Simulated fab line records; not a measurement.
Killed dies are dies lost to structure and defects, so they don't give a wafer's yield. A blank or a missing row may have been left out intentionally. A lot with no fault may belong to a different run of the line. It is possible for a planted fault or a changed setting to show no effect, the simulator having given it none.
Which tool was responsible?	flow n5Finfet	10 lots with 29 wafers sampled at 5 steps, on a route of 1938 steps

## WHAT THE GAUGES READ, wafer by wafer
N5_BEOL_M0_SAQP_OVL_MEAS_41. Usual: M0_CUT1_OVL 0.1 nm, standard deviation 0.74.
lot	measured	on	M0_CUT1_OVL (nm)	flag
L854	day 5 22:04	overlay-01	-1.5 -0.8	
L855	day 6 01:45	overlay-01	0.0 0.1 0.1	
L860	day 7 09:48	overlay-02	1.1 0.1 1.8	
L862	day 7 22:16	overlay-01	0.8 0.3 0.6	
L865	day 8 20:25	overlay-02	1.6 1.1 1.5	
L867	day 9 03:14	overlay-01	0.3 0.6 -0.8	
L872	day 10 07:49	overlay-01	-0.1 -0.2 0.3	
L873	day 10 12:06	overlay-01	0.0 0.1 -0.2	
L874	day 10 16:11	overlay-01	0.4 1.5 -0.3	
L875	day 11 04:59	overlay-02	0.9 0.2 -0.2	

N5_BEOL_M0_CUTY_CD_MEAS_57: target cd 200 nm. Usual: cdNm at 199.6 nm, with a standard deviation of 0.98.
lot	measured	on	cdNm (nm)	flag
L854	day 5 23:28	cdSem-03	199.2 198.9	
L855	day 6 03:01	cdSem-02	199.5 199.0 198.8	
L860	day 7 11:04	cdSem-01	198.9 201.1 200.1	
L862	day 7 23:32	cdSem-03	200.0 199.5 199.3	
L865	day 8 22:58	cdSem-02	198.8 201.2 199.3	
L867	day 9 04:35	cdSem-02	200.0 201.0 200.0	
L872	day 10 09:18	cdSem-01	199.5 200.4 198.1	
L873	day 10 13:31	cdSem-03	199.8 198.7 199.7	
L874	day 10 17:35	cdSem-02	199.0 201.2 200.1	
L875	day 11 06:44	cdSem-01	200.4 197.6 198.5	

N5_BEOL_M4_RC_MEAS_101. Usual: DIBL_N 36.0 mV/V, standard deviation 2.2; DIBL_P 35.9 mV/V, standard deviation 2.6; IOFF_N 0.16 nA/um, standard deviation 0.038; IOFF_P 0.21 nA/um, standard deviation 0.042; ION_N 675 uA/um, standard deviation 15; ION_P 463 uA/um, standard deviation 10; SS_N 71.5 mV/dec, standard deviation 0.62; SS_P 73.2 mV/dec, standard deviation 0.76; VT_N 250 mV, standard deviation 4.1; VT_P -251 mV, standard deviation 3.6.
lot	measured	on	DIBL_N (mV/V)	DIBL_P (mV/V)	IOFF_N (nA/um)	IOFF_P (nA/um)	ION_N (uA/um)	ION_P (uA/um)	SS_N (mV/dec)	SS_P (mV/dec)	VT_N (mV)	VT_P (mV)	flag
L854	day 8 00:44	prober-01	37.3 35.4	37.3 35.0	0.17 0.14	0.21 0.19	674 667	461 454	71.5 71.6	73.2 72.4	251 251	-254 -253	
L855	day 8 00:55	prober-02	36.3 35.1 32.8	37.2 36.8 34.1	0.17 0.15 0.12	0.21 0.19 0.16	675 662 672	458 454 463	72.3 71.6 70.7	73.5 73.3 72.1	249 251 253	-252 -252 -255	
L860	day 9 22:17	prober-01	36.5 34.2 35.0	35.6 34.0 34.3	0.15 0.13 0.13	0.20 0.19 0.19	672 682 673	462 473 465	71.5 70.9 70.7	73.3 72.4 72.6	249 253 251	-249 -250 -249	
L862	day 9 23:51	prober-02	37.8 35.3 35.8	37.3 34.2 33.6	0.16 0.12 0.13	0.19 0.16 0.15	675 644 653	459 445 446	71.2 70.9 71.9	73.3 73.4 72.5	252 259 256	-254 -256 -259	
L865	day 11 07:26	prober-01	35.2 34.9 35.5	36.6 34.8 36.6	0.15 0.14 0.15	0.20 0.18 0.20	673 681 666	460 466 456	71.2 71.4 71.6	72.6 72.5 73.4	249 250 246	-249 -250 -254	
L867	day 11 07:28	prober-02	36.8 37.0 36.8	35.6 36.6 36.4	0.16 0.16 0.16	0.23 0.25 0.24	677 671 685	467 471 473	70.6 71.9 71.2	73.3 73.8 72.4	249 247 250	-247 -248 -253	
L872	day 12 17:16	prober-02	38.6 39.9 38.5	39.0 42.4 39.0	0.18 0.22 0.20	0.23 0.29 0.25	675 696 689	464 482 472	71.9 72.1 71.6	73.4 73.9 73.0	249 245 246	-250 -248 -250	
L873	day 13 05:34	prober-02	38.0 34.9 34.1	39.0 35.5 34.3	0.20 0.15 0.13	0.25 0.19 0.18	685 689 664	465 469 458	72.1 71.6 71.3	74.5 73.0 73.1	248 250 253	-251 -250 -254	
L874	day 13 02:10	prober-02	35.9 32.9 33.8	36.9 32.5 31.9	0.17 0.12 0.12	0.28 0.19 0.18	684 663 656	476 462 454	71.5 70.3 70.8	74.2 72.6 72.2	249 255 252	-243 -249 -251	
L875	day 13 18:15	prober-01	37.4 33.0 37.6	40.0 33.5 40.5	0.21 0.14 0.22	0.26 0.17 0.25	678 679 692	458 467 470	71.8 71.5 72.9	74.5 72.5 74.6	242 249 244	-250 -254 -249	

## WHICH TOOL RAN EACH LOT (tool, then ch and the chambers of the sampled wafers, then the start)
lot	N5_BEOL_M0_SAQP_MANDREL2_REMOVE_110	N5_BEOL_M0_SAQP_ALD_48
L854	rieSi-05 ch 2,3, day 5 21:37	aldSin-04 ch 2, day 5 22:26
L855	rieSi-02 ch 1,2, day 6 01:10	aldSin-03 ch 1,3, day 6 02:07
L860	rieSi-05 ch 1,3, day 7 09:14	aldSin-01 ch 0,1,2, day 7 10:11
L862	rieSi-01 ch 0,1, day 7 21:42	aldSin-04 ch 0,2, day 7 22:39
L865	rieSi-02 ch 0,1,2, day 8 19:51	aldSin-04 ch 0,1,3, day 8 22:04
L867	rieSi-02 ch 0,1, day 9 02:47	aldSin-01 ch 2,3, day 9 03:41
L872	rieSi-01 ch 0,1,2, day 10 07:14	aldSin-04 ch 0,1, day 10 08:17
L873	rieSi-01 ch 0,1,3, day 10 11:39	aldSin-03 ch 0,1,2, day 10 12:37
L874	rieSi-01 ch 1,2, day 10 15:37	aldSin-01 ch 0,1,3, day 10 16:34
L875	rieSi-02 ch 1,2,3, day 11 04:25	aldSin-03 ch 0,1,2, day 11 05:41
- N5_BEOL_M0_SAQP_MANDREL2_REMOVE_110: chemistry HBr/Cl2/O2, target a-Si, stops on SiCN, bt time 10 s.
- N5_BEOL_M0_SAQP_ALD_48: deposits SiO2, target thk 20 nm, pulse time 1 s, co reactant pulse time 1 s.

## AS READ BY THE TOOLS THEMSELVES (means over the sampled wafers that have a number; for cases with no such wafer, the mark the record gives instead)
N5_BEOL_M0_SAQP_MANDREL2_REMOVE_110. Usual: drypumpMotorCurrentA 5.5 A, standard deviation 0.45; oesProductAu 1.003 a.u., standard deviation 0.018; throttleValvePct 36.4 %, standard deviation 0.34.
lot	tool	drypumpMotorCurrentA (A)	oesProductAu (a.u.)	throttleValvePct (%)	flag
L854	rieSi-05	5.8	0.983	36.8	
L855	rieSi-02	5.5	1.006	36.2	
L860	rieSi-05	5.4	0.981	36.3	
L862	rieSi-01	6.1	1.022	36.3	
L865	rieSi-02	5.3	1.008	36.4	
L867	rieSi-02	5.1	0.998	36.7	
L872	rieSi-01	5.7	1.011	36.3	
L873	rieSi-01	6.1	0.999	36.4	
L874	rieSi-01	5.4	1.019	36.5	
L875	rieSi-02	5.4	1.004	36.2	

N5_BEOL_M0_SAQP_ALD_48. Usual: chamberPressureTorr 2.000 Torr, standard deviation 0.0043; heaterPowerW 79 W, standard deviation 6.3; precursorPulseHeightRel 1.000, standard deviation 0.018.
lot	tool	chamberPressureTorr (Torr)	heaterPowerW (W)	precursorPulseHeightRel	flag
L854	aldSin-04	1.994	82	1.002	
L855	aldSin-03	2.003	74	0.980	
L860	aldSin-01	2.000	79	0.995	
L862	aldSin-04	2.005	79	1.023	
L865	aldSin-04	1.996	81	0.998	
L867	aldSin-01	2.001	79	1.003	
L872	aldSin-04	2.002	88	1.005	
L873	aldSin-03	1.997	78	1.016	
L874	aldSin-01	2.002	76	1.000	
L875	aldSin-03	1.997	78	1.008	

## THE ANSWER, worked out from the rows above alone
Rule: lot off if the mean of its wafers having a number is beyond 3 standard deviations from the usual mean. A lot without any number at a reading at which 4 lots or more have one is off too. Where the step has rows for the other lots, those lots are counted as sound. After the gauges, taken in route order, come the tools' own readings; for these a lot's mean is taken, as printed above. The first step at which some lot is off is used, and at that step the reading that is off furthest; a lot without a number counts as furthest.
No lot is off on any of the readings shown, so nothing can be concluded from this.

## WHAT THE SIMULATOR PUT IN
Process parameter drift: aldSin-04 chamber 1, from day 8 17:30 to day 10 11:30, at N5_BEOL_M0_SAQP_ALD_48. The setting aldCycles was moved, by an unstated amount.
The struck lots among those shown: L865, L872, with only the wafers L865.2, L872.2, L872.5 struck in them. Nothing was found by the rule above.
